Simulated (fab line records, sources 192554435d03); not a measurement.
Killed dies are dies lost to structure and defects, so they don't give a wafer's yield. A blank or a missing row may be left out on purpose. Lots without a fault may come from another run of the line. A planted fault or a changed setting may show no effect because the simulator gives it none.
Which tool did it? | flow n5_finfet | 24 lots, 72 wafers sampled, at 5 steps of a route of 1938

WHAT THE GAUGES READ, wafer by wafer
N5_HKMG_FIN_CD_MEAS_12: target cd 92.8 nm. Usual: cd_nm 92.5 nm, standard deviation 0.68.
lot  | measured     | on        | cd_nm (nm)     | flag
L074 | day 4 02:07  | cd_sem-01 | 92.3 93.3 93.3 |
L075 | day 4 09:15  | cd_sem-01 | 93.6 94.0 92.7 |
L076 | day 4 13:47  | cd_sem-01 | 92.9 92.5 92.6 |
L077 | day 4 19:27  | cd_sem-01 | 92.9 92.2 92.6 |
L078 | day 5 06:41  | cd_sem-03 | 93.7 92.6 92.3 |
L079 | day 5 14:15  | cd_sem-02 | 91.8 91.7 91.4 |
L080 | day 5 16:32  | cd_sem-03 | 91.8 92.5 92.2 |
L081 | day 6 01:50  | cd_sem-03 | 91.3 91.1 91.0 |
L082 | day 6 06:30  | cd_sem-01 | 92.8 93.6 93.4 |
L083 | day 6 08:49  | cd_sem-03 | 92.1 93.6 93.7 |
L084 | day 6 18:29  | cd_sem-01 | 92.7 92.9 92.5 |
L085 | day 6 21:32  | cd_sem-01 | 92.1 92.4 92.3 |
L086 | day 7 06:02  | cd_sem-01 | 93.0 92.5 93.0 |
L087 | day 7 09:26  | cd_sem-03 | 92.1 92.3 92.0 |
L088 | day 7 15:23  | cd_sem-03 | 93.1 93.9 93.2 |
L089 | day 7 21:28  | cd_sem-03 | 91.3 91.6 92.7 |
L090 | day 8 03:49  | cd_sem-01 | 92.2 91.8 91.7 |
L091 | day 8 09:16  | cd_sem-01 | 92.8 92.9 92.2 |
L092 | day 8 16:16  | cd_sem-01 | 93.2 92.7 93.0 |
L093 | day 8 23:30  | cd_sem-03 | 91.8 91.9 93.1 |
L094 | day 9 04:20  | cd_sem-01 | 92.6 93.0 91.7 |
L095 | day 9 10:16  | cd_sem-02 | 93.1 92.6 92.7 |
L096 | day 9 16:58  | cd_sem-01 | 93.2 91.9 91.8 |
L097 | day 10 00:05 | cd_sem-03 | 93.2 92.8 92.6 |

N5_MOL_CONTACT_COAG_OVL_MEAS_09. Usual: CA_OVL -0.3 nm, standard deviation 0.8.
lot  | measured     | on         | CA_OVL (nm)    | flag
L074 | day 4 14:21  | overlay-01 | -0.6 -0.3 0.8  |
L075 | day 4 21:41  | overlay-01 | 0.5 0.2 0.1    |
L076 | day 5 07:26  | overlay-02 | -1.2 0.9 0.2   |
L077 | day 5 12:01  | overlay-01 | -0.9 -0.9 -0.8 |
L078 | day 5 19:33  | overlay-02 | -0.1 -0.4 -1.8 |
L079 | day 6 03:01  | overlay-02 | -0.1 -1.7 -1.1 |
L080 | day 6 06:04  | overlay-02 | 0.4 -0.3 0.0   |
L081 | day 6 14:19  | overlay-01 | -0.2 -0.4 1.0  |
L082 | day 6 18:32  | overlay-01 | -0.4 -1.4 -0.8 |
L083 | day 6 21:34  | overlay-02 | -2.2 -0.9 -0.9 |
L084 | day 7 06:46  | overlay-01 | -0.4 -0.3 -0.5 |
L085 | day 7 10:13  | overlay-02 | -0.8 -0.9 -0.6 |
L086 | day 7 19:01  | overlay-01 | -1.2 -1.4 -0.3 |
L087 | day 7 23:52  | overlay-02 | 0.7 -0.1 -0.4  |
L088 | day 8 05:06  | overlay-02 | 0.5 0.8 -0.7   |
L089 | day 8 10:03  | overlay-01 | -0.5 -1.2 -1.9 |
L090 | day 8 16:08  | overlay-01 | -0.5 -0.2 -1.1 |
L091 | day 8 21:29  | overlay-01 | 1.1 1.5 2.4    |
L092 | day 9 05:08  | overlay-01 | -0.1 1.0 0.7   |
L093 | day 9 11:38  | overlay-02 | -0.3 0.5 0.3   |
L094 | day 9 16:52  | overlay-01 | 0.3 -0.9 0.0   |
L095 | day 9 22:08  | overlay-02 | -0.6 -0.3 -0.4 |
L096 | day 10 05:25 | overlay-01 | 0.4 1.1 0.0    |
L097 | day 10 12:58 | overlay-02 | -0.2 -0.2 -1.0 |

WHICH TOOL RAN EACH LOT (tool, then ch and the chambers of the sampled wafers, then the start)
lot  | N5_HKMG_FIN_W_FILL_22         | N5_GATE_CUT_VAPOR_ETCH_48         | N5_GATE_CUT_VAPOR_ETCH_51
L074 | cvd_w-02 ch 0,1, day 4 05:55  | rie_metal-01 ch 0,1, day 4 11:13  | rie_metal-01 ch 0,1, day 4 11:17
L075 | cvd_w-02 ch 0,1, day 4 12:55  | rie_metal-03 ch 0,1, day 4 18:19  | rie_metal-03 ch 0,1, day 4 18:22
L076 | cvd_w-01 ch 0,1, day 4 18:05  | rie_metal-02 ch 0,1, day 4 23:49  | rie_metal-02 ch 0,1, day 4 23:53
L077 | cvd_w-01 ch 0,1, day 4 23:05  | rie_metal-02 ch 0,1, day 5 08:54  | rie_metal-02 ch 0,1, day 5 08:58
L078 | cvd_w-02 ch 0,1, day 5 10:44  | rie_metal-02 ch 0,1, day 5 16:26  | rie_metal-02 ch 0,1, day 5 16:30
L079 | cvd_w-01 ch 0, day 5 18:03    | rie_metal-01 ch 0,1, day 5 23:43  | rie_metal-01 ch 0,1, day 5 23:46
L080 | cvd_w-01 ch 0,1, day 5 20:47  | rie_metal-01 ch 0,1, day 6 02:32  | rie_metal-01 ch 0,1, day 6 02:36
L081 | cvd_w-01 ch 0,1, day 6 05:31  | rie_metal-02 ch 1, day 6 11:04    | rie_metal-02 ch 1, day 6 11:11
L082 | cvd_w-01 ch 0, day 6 10:09    | rie_metal-03 ch 0,1, day 6 15:16  | rie_metal-03 ch 0,1, day 6 15:19
L083 | cvd_w-02 ch 0,1, day 6 12:34  | rie_metal-02 ch 0,1, day 6 18:11  | rie_metal-02 ch 0,1, day 6 18:14
L084 | cvd_w-01 ch 0,1, day 6 22:14  | rie_metal-01 ch 0,1, day 7 03:20  | rie_metal-01 ch 0,1, day 7 03:23
L085 | cvd_w-02 ch 0,1, day 7 01:27  | rie_metal-01 ch 0,1, day 7 06:47  | rie_metal-01 ch 0,1, day 7 06:51
L086 | cvd_w-02 ch 0,1, day 7 09:41  | rie_metal-03 ch 0,1, day 7 14:58  | rie_metal-03 ch 0,1, day 7 15:01
L087 | cvd_w-02 ch 1, day 7 13:50    | rie_metal-01 ch 0,1, day 7 20:32  | rie_metal-01 ch 0,1, day 7 20:35
L088 | cvd_w-01 ch 0,1, day 7 19:16  | rie_metal-03 ch 0,1, day 8 01:46  | rie_metal-03 ch 0,1, day 8 01:50
L089 | cvd_w-02 ch 0,1, day 8 01:17  | rie_metal-03 ch 0, day 8 06:45    | rie_metal-03 ch 0, day 8 06:49
L090 | cvd_w-01 ch 0,1, day 8 07:47  | rie_metal-02 ch 0,1, day 8 12:53  | rie_metal-02 ch 0,1, day 8 12:57
L091 | cvd_w-01 ch 0,1, day 8 12:58  | rie_metal-01 ch 0,1, day 8 18:22  | rie_metal-01 ch 0,1, day 8 18:25
L092 | cvd_w-01 ch 0,1, day 8 19:54  | rie_metal-03 ch 0,1, day 9 01:51  | rie_metal-03 ch 0,1, day 9 01:55
L093 | cvd_w-01 ch 0,1, day 9 03:13  | rie_metal-02 ch 1, day 9 08:31    | rie_metal-02 ch 1, day 9 08:34
L094 | cvd_w-01 ch 0,1, day 9 08:00  | rie_metal-03 ch 0,1, day 9 13:08  | rie_metal-03 ch 0,1, day 9 13:12
L095 | cvd_w-02 ch 1, day 9 13:55    | rie_metal-02 ch 1, day 9 19:01    | rie_metal-02 ch 1, day 9 19:04
L096 | cvd_w-02 ch 0,1, day 9 20:38  | rie_metal-03 ch 0,1, day 10 01:57 | rie_metal-03 ch 0,1, day 10 02:01
L097 | cvd_w-02 ch 0,1, day 10 03:44 | rie_metal-03 ch 0,1, day 10 09:47 | rie_metal-03 ch 0,1, day 10 09:51
- N5_HKMG_FIN_W_FILL_22: material W, target thk 60 nm, time 18.2 s.
- N5_GATE_CUT_VAPOR_ETCH_48: etches TiN in BCl3/Cl2.
- N5_GATE_CUT_VAPOR_ETCH_51: etches HfO2 in BCl3/Cl2.

WHAT THE TOOLS THEMSELVES READ (means of the sampled wafers that have a number; where no wafer has one, the mark that the record gives instead)
N5_HKMG_FIN_W_FILL_22. Usual: heater_power_w 852 W, standard deviation 110; throttle_valve_pct 19.3 %, standard deviation 0.31.
lot  | tool     | heater_power_w (W) | throttle_valve_pct (%) | flag
L074 | cvd_w-02 | 754                | 18.8                   |
L075 | cvd_w-02 | 754                | 18.8                   |
L076 | cvd_w-01 | 977                | 19.4                   |
L077 | cvd_w-01 | 966                | 19.3                   |
L078 | cvd_w-02 | 751                | 18.9                   |
L079 | cvd_w-01 | 908                | 19.4                   |
L080 | cvd_w-01 | 936                | 19.4                   |
L081 | cvd_w-01 | 935                | 19.4                   |
L082 | cvd_w-01 | 907                | 19.6                   |
L083 | cvd_w-02 | 719                | 19.0                   |
L084 | cvd_w-01 | 937                | 19.7                   |
L085 | cvd_w-02 | 760                | 19.0                   |
L086 | cvd_w-02 | 762                | 19.1                   |
L087 | cvd_w-02 | 784                | 19.1                   |
L088 | cvd_w-01 | 962                | 19.6                   |
L089 | cvd_w-02 | 747                | 18.9                   |
L090 | cvd_w-01 | 959                | 19.6                   |
L091 | cvd_w-01 | 979                | 19.6                   |
L092 | cvd_w-01 | 950                | 19.7                   |
L093 | cvd_w-01 | 940                | 19.6                   |
L094 | cvd_w-01 | 955                | 19.5                   |
L095 | cvd_w-02 | 781                | 19.1                   |
L096 | cvd_w-02 | 713                | 19.2                   |
L097 | cvd_w-02 | 747                | 19.1                   |

N5_GATE_CUT_VAPOR_ETCH_48. Usual: drypump_motor_current_A 5.9 A, standard deviation 0.38; he_backside_leak_sccm 3.35 sccm, standard deviation 0.17; oes_product_au 0.77 a.u., standard deviation 0.12.
lot  | tool         | drypump_motor_current_A (A) | he_backside_leak_sccm (sccm) | oes_product_au (a.u.) | flag
L074 | rie_metal-01 | 5.8                         | 3.31                         | 0.97                  |
L075 | rie_metal-03 | 5.6                         | 3.45                         | 0.71                  |
L076 | rie_metal-02 | 6.4                         | 3.40                         | 0.63                  |
L077 | rie_metal-02 | 6.4                         | 3.44                         | 0.63                  |
L078 | rie_metal-02 | 6.4                         | 3.20                         | 0.69                  |
L079 | rie_metal-01 | 5.8                         | 3.28                         | 0.95                  |
L080 | rie_metal-01 | 6.0                         | 3.37                         | 0.91                  |
L081 | rie_metal-02 | 6.5                         | 3.11                         | 0.73                  |
L082 | rie_metal-03 | 5.6                         | 3.42                         | 0.68                  |
L083 | rie_metal-02 | 6.4                         | 3.22                         | 0.89                  |
L084 | rie_metal-01 | 6.0                         | 3.42                         | 0.90                  |
L085 | rie_metal-01 | 5.9                         | 3.35                         | 0.91                  |
L086 | rie_metal-03 | 5.6                         | 3.45                         | 0.67                  |
L087 | rie_metal-01 | 5.8                         | 3.33                         | 0.91                  |
L088 | rie_metal-03 | 5.5                         | 3.41                         | 0.69                  |
L089 | rie_metal-03 | 5.6                         | 3.16                         | 0.63                  |
L090 | rie_metal-02 | 6.4                         | 3.27                         | 0.84                  |
L091 | rie_metal-01 | 5.9                         | 3.28                         | 0.88                  |
L092 | rie_metal-03 | 5.6                         | 3.29                         | 0.66                  |
L093 | rie_metal-02 | 6.5                         | 3.25                         | 0.71                  |
L094 | rie_metal-03 | 5.6                         | 3.58                         | 0.69                  |
L095 | rie_metal-02 | 6.5                         | 3.24                         | 0.72                  |
L096 | rie_metal-03 | 5.6                         | 3.45                         | 0.69                  |
L097 | rie_metal-03 | 5.6                         | 3.42                         | 0.68                  |

N5_GATE_CUT_VAPOR_ETCH_51. Usual: drypump_motor_current_A 5.9 A, standard deviation 0.38; he_backside_leak_sccm 3.36 sccm, standard deviation 0.17; oes_product_au 0.77 a.u., standard deviation 0.12.
lot  | tool         | drypump_motor_current_A (A) | he_backside_leak_sccm (sccm) | oes_product_au (a.u.) | flag
L074 | rie_metal-01 | 5.8                         | 3.29                         | 0.97                  |
L075 | rie_metal-03 | 5.6                         | 3.46                         | 0.72                  |
L076 | rie_metal-02 | 6.4                         | 3.33                         | 0.64                  |
L077 | rie_metal-02 | 6.4                         | 3.43                         | 0.64                  |
L078 | rie_metal-02 | 6.4                         | 3.30                         | 0.68                  |
L079 | rie_metal-01 | 5.8                         | 3.31                         | 0.95                  |
L080 | rie_metal-01 | 5.9                         | 3.51                         | 0.91                  |
L081 | rie_metal-02 | 6.5                         | 3.36                         | 0.73                  |
L082 | rie_metal-03 | 5.6                         | 3.33                         | 0.67                  |
L083 | rie_metal-02 | 6.4                         | 3.23                         | 0.89                  |
L084 | rie_metal-01 | 5.9                         | 3.40                         | 0.90                  |
L085 | rie_metal-01 | 5.8                         | 3.36                         | 0.92                  |
L086 | rie_metal-03 | 5.6                         | 3.30                         | 0.66                  |
L087 | rie_metal-01 | 5.8                         | 3.33                         | 0.91                  |
L088 | rie_metal-03 | 5.5                         | 3.45                         | 0.70                  |
L089 | rie_metal-03 | 5.7                         | 3.30                         | 0.63                  |
L090 | rie_metal-02 | 6.4                         | 3.28                         | 0.85                  |
L091 | rie_metal-01 | 6.0                         | 3.47                         | 0.88                  |
L092 | rie_metal-03 | 5.6                         | 3.30                         | 0.67                  |
L093 | rie_metal-02 | 6.5                         | 3.13                         | 0.72                  |
L094 | rie_metal-03 | 5.5                         | 3.40                         | 0.70                  |
L095 | rie_metal-02 | 6.5                         | 3.26                         | 0.71                  |
L096 | rie_metal-03 | 5.6                         | 3.44                         | 0.69                  |
L097 | rie_metal-03 | 5.6                         | 3.48                         | 0.70                  |

THE ANSWER, worked out from the rows above alone
Rule: a lot is off if the mean of its wafers that have a number lies more than 3 standard deviations from the usual mean. A lot without any number at a reading at which 4 lots or more have one is off too. The other lots that the step has rows for count as sound. The gauges are gone through in route order, then the tools' own readings, and for those a lot's mean is taken as printed above. The first step at which some lot is off is used, and at that step the reading that is off furthest; a lot without a number counts as furthest.
No lot is off at any reading shown: from this, nothing can be told.

WHAT THE SIMULATOR HAD PUT IN
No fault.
